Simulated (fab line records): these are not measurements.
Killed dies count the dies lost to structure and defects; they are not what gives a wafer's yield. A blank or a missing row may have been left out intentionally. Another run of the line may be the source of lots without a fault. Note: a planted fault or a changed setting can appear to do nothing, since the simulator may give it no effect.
Problem report in the 8D (eight disciplines) form, filled by code ; flow n5-finfet ; the parts of the form that need people (team, actions taken, sign-off) are left out

## 1. THE PROBLEM
cd-nm at N5_BEOL_M0_SAQP_CD_MEAS_14 reads a mean of 37.2 nm on 5 wafers of 3 lots; wafers without a fault read 42.5 nm with a standard deviation of 0.4. Measured from the usual mean, that is -13 standard deviations.
The step: target cd 42.5 nm.
First observed at day 8 22:01: wafer L451.3, on cd-sem-03. The record has a number at this step for 28 wafers belonging to 10 lots. Rule for "out" (also "out of limits"): further than 4 standard deviations from the usual mean. All remaining wafers that have a number are taken as sound.

## 2. WHAT IT IS AND WHAT IT IS NOT
question;is;is not
which readings at this step;cd-nm;-
which lots;L451, L454, L455;L438, L439, L443, L444, L448, L450, L459
which wafers of those lots;L451.3, L451.6, L454.3, L454.6, L455.3;L451.4, L455.1
read on which gauges;cd-sem-01, cd-sem-03;cd-sem-02
when;from day 8 22:01;"up to then (19 sound wafers); but 4 sound wafers of L455, L459 came after"

## 3. WHAT RULES OUT EACH SUSPECT
Counting: a tool at a process step up to the reading stays a suspect if it ran every lot that is out. Sound lots after the first of them don't rule it out here, since some wafers of a struck lot are sound.
- the gauge at N5_BEOL_M0_SAQP_CD_MEAS_14: ruled out. 2 gauges (cd-sem-01, cd-sem-03) read the wafers that are out.
- cmp-03 at N5_MOL_CONTACT_COAG_CMP_52 (polishes, stops on SiO2, t overpolish 1.5 s, target thk 66.5 nm): kept. It ran every lot that is out, first L451 (day 8 14:26).
- litho-track-02 at N5_BEOL_M0_SAQP_PEB_12 (peb time 60 s): kept. It ran every lot that is out, first L451 (day 8 21:56); its last sound lot up to then is L448 (day 8 04:19).
Left after counting: cmp-03 at N5_MOL_CONTACT_COAG_CMP_52, litho-track-02 at N5_BEOL_M0_SAQP_PEB_12.

## 4. THE CAUSE (what the simulator had put in)
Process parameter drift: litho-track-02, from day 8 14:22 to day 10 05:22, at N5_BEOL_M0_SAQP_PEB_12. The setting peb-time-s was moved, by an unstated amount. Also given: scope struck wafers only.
Counting leaves 2 suspects; this tool is one of them.

## 5. SEQUENCE OF EFFECTS, ordered by route
Each row: a reading where the mean over the struck wafers with a number is more than 3 standard deviations away from the usual. Only readings whose record carries a usual standard deviation are examined. hours: median over the lots of the time between each lot's start at the first step of this table that gives one and its start at this step. sigmas: the change, counted in usual standard deviations.
hours;step;reading;usual;on struck wafers;change;sigmas
0;N5_BEOL_M0_SAQP_CD_MEAS_14;cd-nm;42.5 nm;37.2;-5.3;-13
165;N5_PASSIVATION_PROBE_49;killed_at_M0_to_M3;31;71;+40;+4.0
165;N5_PASSIVATION_PROBE_49;sort_bin_5_function;5.0 %;8.5;+3.5;+3.2
Process steps it contains:
- N5_PASSIVATION_PROBE_49
Later steps that measure or inspect, where all struck wafers having a row at the step show a number for every such reading and not one has moved that far: N5_BEOL_M4_RC_MEAS_101.

## 6. HOW IT WOULD HAVE BEEN CAUGHT EARLIER
In this record the first reading out of limits at a measuring or inspecting step was taken at day 8 22:01, 8 hours after the fault began at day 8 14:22.
Tool readings at N5_BEOL_M0_SAQP_PEB_12 with a usual standard deviation given in the record: none out on any struck wafer, hence no alarm at a limit of 4 standard deviations on them.
Lots out: 3; of these, L454, L455 started N5_BEOL_M0_SAQP_PEB_12 on litho-track-02 after day 8 22:01. A hold on the tool at that time would have spared those 2.
